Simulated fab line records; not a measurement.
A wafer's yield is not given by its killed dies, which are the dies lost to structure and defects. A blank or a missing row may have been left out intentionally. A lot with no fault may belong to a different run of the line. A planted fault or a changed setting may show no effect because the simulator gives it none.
Which tool is to blame? :: flow n5 finfet :: Sampling: 12 lots, 36 wafers, 6 of 1938 route steps

== WHAT THE GAUGES READ, wafer by wafer ==
N5_BEOL_M15_THK_MEAS_50: measures by xrf.
lot: L075
measured: day 11 14:00
on: film metro-02
M15_THK (nm): 837 841 838

lot: L077
measured: day 12 14:31
on: film metro-01
M15_THK (nm): 840 856 848

lot: L079
measured: day 12 09:59
on: film metro-02
M15_THK (nm): 848 860 836

lot: L081
measured: day 13 08:29
on: film metro-01
M15_THK (nm): 870 861 862

lot: L082
measured: day 13 22:13
on: film metro-01
M15_THK (nm): 862 870 878

lot: L086
measured: day 14 18:56
on: film metro-01
M15_THK (nm): 878 883 884

lot: L087
measured: day 15 02:55
on: film metro-02
M15_THK (nm): 875 869 873

lot: L088
measured: day 16 07:08
on: film metro-02
M15_THK (nm): 877 869 887

lot: L091
measured: day 16 10:09
on: film metro-01
M15_THK (nm): 879 875 879

lot: L094
measured: day 17 06:28
on: film metro-02
M15_THK (nm): 820 837 852

lot: L095
measured: day 17 12:32
on: film metro-02
M15_THK (nm): 874 875 847

lot: L097
measured: day 18 11:53
on: film metro-01
M15_THK (nm): 859 890 875

== TOOL THAT RAN EACH LOT (tool first, then ch and the chambers of the sampled wafers, then the start) ==
lot: L075
N5_BEOL_M13_PRE_CLEAN_42: pvd sputter-02, day 10 19:33
N5_BEOL_M13_ANNEAL_48: rtp anneal-02 ch 0, day 10 20:41
N5_BEOL_M14_VIA_ETCH_16: rie diel-05 ch 0,1,2, day 10 22:17
N5_BEOL_M14_STRIP_63: rie diel-05 ch 0,1,2, day 11 14:00 or earlier
N5_BEOL_M15_STRIP_63: rie diel-01 ch 0,1,3, day 11 14:00 or earlier

lot: L077
N5_BEOL_M13_PRE_CLEAN_42: pvd sputter-01, day 11 17:22
N5_BEOL_M13_ANNEAL_48: rtp anneal-01 ch 0, day 11 17:51
N5_BEOL_M14_VIA_ETCH_16: rie diel-04 ch 0,1,2, day 11 19:19
N5_BEOL_M14_STRIP_63: rie diel-04 ch 0,1,2, day 12 14:31 or earlier
N5_BEOL_M15_STRIP_63: rie diel-02 ch 1,2,3, day 12 14:31 or earlier

lot: L079
N5_BEOL_M13_PRE_CLEAN_42: pvd sputter-03, day 11 21:38
N5_BEOL_M13_ANNEAL_48: rtp anneal-02 ch 0, day 11 22:07
N5_BEOL_M14_VIA_ETCH_16: rie diel-06 ch 0,1,3, day 11 23:42
N5_BEOL_M14_STRIP_63: rie diel-06 ch 0,1,3, day 12 09:59 or earlier
N5_BEOL_M15_STRIP_63: rie diel-02 ch 0,1,2, day 12 09:59 or earlier

lot: L081
N5_BEOL_M13_PRE_CLEAN_42: pvd sputter-02, day 12 19:55
N5_BEOL_M13_ANNEAL_48: rtp anneal-02 ch 0, day 12 20:37
N5_BEOL_M14_VIA_ETCH_16: rie diel-04 ch 2,3, day 12 22:05
N5_BEOL_M14_STRIP_63: rie diel-04 ch 2,3, day 13 08:29 or earlier
N5_BEOL_M15_STRIP_63: rie diel-03 ch 1,2,3, day 13 08:29 or earlier

lot: L082
N5_BEOL_M13_PRE_CLEAN_42: pvd sputter-01, day 13 07:39
N5_BEOL_M13_ANNEAL_48: rtp anneal-01 ch 0, day 13 08:31
N5_BEOL_M14_VIA_ETCH_16: rie diel-06 ch 1,3, day 13 09:54
N5_BEOL_M14_STRIP_63: rie diel-06 ch 1,3, day 13 22:13 or earlier
N5_BEOL_M15_STRIP_63: rie diel-01 ch 1,2, day 13 22:13 or earlier

lot: L086
N5_BEOL_M13_PRE_CLEAN_42: pvd sputter-03, day 14 01:45
N5_BEOL_M13_ANNEAL_48: rtp anneal-01 ch 0, day 14 02:27
N5_BEOL_M14_VIA_ETCH_16: rie diel-06 ch 0,2,3, day 14 04:00
N5_BEOL_M14_STRIP_63: rie diel-06 ch 0,2,3, day 14 18:56 or earlier
N5_BEOL_M15_STRIP_63: rie diel-01 ch 0,3, day 14 18:56 or earlier

lot: L087
N5_BEOL_M13_PRE_CLEAN_42: pvd sputter-02, day 14 06:57
N5_BEOL_M13_ANNEAL_48: rtp anneal-02 ch 0, day 14 07:46
N5_BEOL_M14_VIA_ETCH_16: rie diel-06 ch 2,3, day 14 09:34
N5_BEOL_M14_STRIP_63: rie diel-06 ch 2,3, day 15 02:55 or earlier
N5_BEOL_M15_STRIP_63: rie diel-01 ch 1,3, day 15 02:55 or earlier

lot: L088
N5_BEOL_M13_PRE_CLEAN_42: pvd sputter-01, day 15 10:35
N5_BEOL_M13_ANNEAL_48: rtp anneal-02 ch 0, day 15 11:25
N5_BEOL_M14_VIA_ETCH_16: rie diel-06 ch 0,1,3, day 15 13:45
N5_BEOL_M14_STRIP_63: rie diel-06 ch 0,1,3, day 16 07:08 or earlier
N5_BEOL_M15_STRIP_63: rie diel-02 ch 1,2,3, day 16 07:08 or earlier

lot: L091
N5_BEOL_M13_PRE_CLEAN_42: pvd sputter-02, day 15 18:45
N5_BEOL_M13_ANNEAL_48: rtp anneal-01 ch 0, day 15 19:20
N5_BEOL_M14_VIA_ETCH_16: rie diel-04 ch 0,2, day 15 20:48
N5_BEOL_M14_STRIP_63: rie diel-04 ch 0,2, day 16 10:09 or earlier
N5_BEOL_M15_STRIP_63: rie diel-02 ch 0,3, day 16 10:09 or earlier

lot: L094
N5_BEOL_M13_PRE_CLEAN_42: pvd sputter-02, day 16 17:54
N5_BEOL_M13_ANNEAL_48: rtp anneal-01 ch 0, day 16 18:28
N5_BEOL_M14_VIA_ETCH_16: rie diel-06 ch 0,2, day 16 20:08
N5_BEOL_M14_STRIP_63: rie diel-06 ch 0,2, day 17 06:28 or earlier
N5_BEOL_M15_STRIP_63: rie diel-02 ch 0,2,3, day 17 06:28 or earlier

lot: L095
N5_BEOL_M13_PRE_CLEAN_42: pvd sputter-03, day 17 00:07
N5_BEOL_M13_ANNEAL_48: rtp anneal-02 ch 0, day 17 00:42
N5_BEOL_M14_VIA_ETCH_16: rie diel-05 ch 0,1,2, day 17 02:11
N5_BEOL_M14_STRIP_63: rie diel-05 ch 0,1,2, day 17 12:32 or earlier
N5_BEOL_M15_STRIP_63: rie diel-03 ch 1,2, day 17 12:32 or earlier

lot: L097
N5_BEOL_M13_PRE_CLEAN_42: pvd sputter-01, day 17 18:52
N5_BEOL_M13_ANNEAL_48: rtp anneal-02 ch 0, day 17 19:32
N5_BEOL_M14_VIA_ETCH_16: rie diel-04 ch 0,1,3, day 17 21:00
N5_BEOL_M14_STRIP_63: rie diel-04 ch 0,1,3, day 18 11:53 or earlier
N5_BEOL_M15_STRIP_63: rie diel-01 ch 1,2, day 18 11:53 or earlier
- N5_BEOL_M13_PRE_CLEAN_42: time 30 s.
- N5_BEOL_M13_ANNEAL_48: time 90 s.
- N5_BEOL_M14_VIA_ETCH_16: etches SiO2 in C4F8/O2/Ar, target depth 1231.3 nm.
- N5_BEOL_M14_STRIP_63: strips in O2.
- N5_BEOL_M15_STRIP_63: strips in O2.

== THE ANSWER, worked out from the rows above alone ==
Rule: the usual values come from the lots themselves. The widest of any qualifying gaps counts: lots, ordered by their means at a reading, are off when they make up no more than a third of the lots, leave a main group of 4 or more, and stand apart from it by 3 or more times the standard deviation of that group's means. A main group is skipped when, at the precision printed for the reading in the tables above, its means are all equal. Also off: a lot with no number at a reading for which 4 or more lots have one. All remaining lots with rows at the step are treated as sound.
No lot is off at any reading shown: from this, nothing can be told.

== WHAT THE SIMULATOR PUT IN ==
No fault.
